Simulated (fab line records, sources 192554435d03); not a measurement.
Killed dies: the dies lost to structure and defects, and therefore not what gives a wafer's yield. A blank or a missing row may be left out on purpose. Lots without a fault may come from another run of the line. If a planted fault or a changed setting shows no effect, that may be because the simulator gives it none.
Struck lot and sound lot, side by side / flow n5_finfet / 16 out of 1938 route steps
Sound: these wafers, L691.1, L691.4, L691.6. Struck: wafer L697.4. (L697.3 of the same lot was not struck and is left out.) The cause comes at the end.
Each step with rows lists, per side, the tool, then ch with its chambers, then its first start. Under that, the readings that differ: sound wafers / struck wafers / difference of the means / sigmas: that difference in standard deviations of wafers without a fault.
alike: readings with means less than 2 such deviations apart, plus words and numbers identical on both sides. not compared: withheld readings, readings lacking a value on some wafer, bounds such as >300 that could conceal the same value, and numbers that have no deviation in the record and whose values overlap.
A row with sigmas, a row that says differs or no value, or rows on one side alone: a step with any of these is where the two part. Numbers that don't overlap but have no deviation are shown without sigmas and don't part them. A reading missing from all wafers of one side parts the sides only when that side holds two or more wafers.

first, 3 steps without rows for these wafers: N5_BEOL_M2_SPUTTER_90 (material Cu, target thk 4.5 nm, time 8.29 s); N5_BEOL_M2_ANNEAL_91 (time 240 s); N5_BEOL_M2_SPUTTER_92 (material Cu, target thk 4.5 nm, time 8.29 s).
N5_BEOL_M2_ANNEAL_93: time 240 s.
  struck on pvd_sputter-03, day 10 08:13; sound on pvd_sputter-03, day 9 10:07
  alike: heater_power_w
N5_BEOL_M2_SPUTTER_94: material Cu, target thk 4.5 nm, time 8.29 s.
  struck on pvd_sputter-03, day 10 08:21; sound on pvd_sputter-03, day 9 10:15
  alike: throttle_valve_pct
N5_BEOL_M2_ANNEAL_95: time 240 s.
  struck on pvd_sputter-03, day 10 08:26; sound on pvd_sputter-03, day 9 10:20
  alike: heater_power_w
N5_BEOL_M2_SPUTTER_96: material Cu, target thk 4.5 nm, time 8.29 s.
  struck on pvd_sputter-03, day 10 08:34; sound on pvd_sputter-03, day 9 10:28
  alike: throttle_valve_pct
then, 3 steps without rows for these wafers: N5_BEOL_M2_ECD_50 (material Cu, target thk 300 nm); N5_BEOL_M2_ANNEAL_51 (time 90 s); N5_BEOL_M2_CMP_52 (polishes, stops on SiOC, t overpolish 6.8 s, target thk 40 nm).
N5_BEOL_M2_THK_MEAS_53: measures by xrf.
  struck on film_metro-01, day 10 09:22; sound on film_metro-01, day 9 11:16
  alike: M2_THK
N5_BEOL_M2_PRE_CLEAN_60: time 15 s.
  sound on cvd_co-02 ch 0,1,2, day 9 11:18; struck on cvd_co-01 ch 0, day 10 09:24
  alike: heater_power_w
N5_BEOL_M2_CO_CAP_55: material Co, precursor CCTBA/H2, target thk 2 nm, time 102.1 s.
  sound on cvd_co-02 ch 0,1,2, day 9 11:20; struck on cvd_co-01 ch 0, day 10 09:26
reading=run_length_s (s); sound=125.7 125.8 125.2; struck=89.3; difference=-36.3; sigmas=-60
reading=model.Co_of_BEOL_M2_CO_CAP_55.thk_nm (nm); sound=2 2 2; struck=1.2; difference=-0.8; sigmas=
  alike: heater_power_w
then, 1 step without rows for these wafers: N5_BEOL_M2_PRE_CLEAN_56 (time 15 s).
-- the record jumps here: 2 days lie between the struck wafers' starts before and after (it left off in module BEOL_M2 and takes up again in module BEOL_M4, whose first step shown is number 1111 of the route) --
N5_BEOL_M4_RC_MEAS_101:
  sound on prober-02 ch 0, day 10 18:22; struck on prober-01 ch 0, day 12 11:19
reading=VT_P (mV); sound=-252.6 -254.0 -254.2; struck=-248.5; difference=+5.1; sigmas=+2
  alike: DIBL_N, DIBL_P, IOFF_N, IOFF_P, ION_N, ION_P, SS_N, SS_P, VT_N
next, for these wafers, 1 step has no rows: N5_PASSIVATION_PROBE_49.

## WHERE THEY PART
At N5_BEOL_M2_CO_CAP_55 first; at N5_BEOL_M4_RC_MEAS_101 last (within this record only).

WHY: what had been put in by the simulator
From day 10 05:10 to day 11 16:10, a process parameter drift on cvd_co-01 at N5_BEOL_M2_CO_CAP_55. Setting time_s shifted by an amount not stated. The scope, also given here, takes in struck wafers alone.
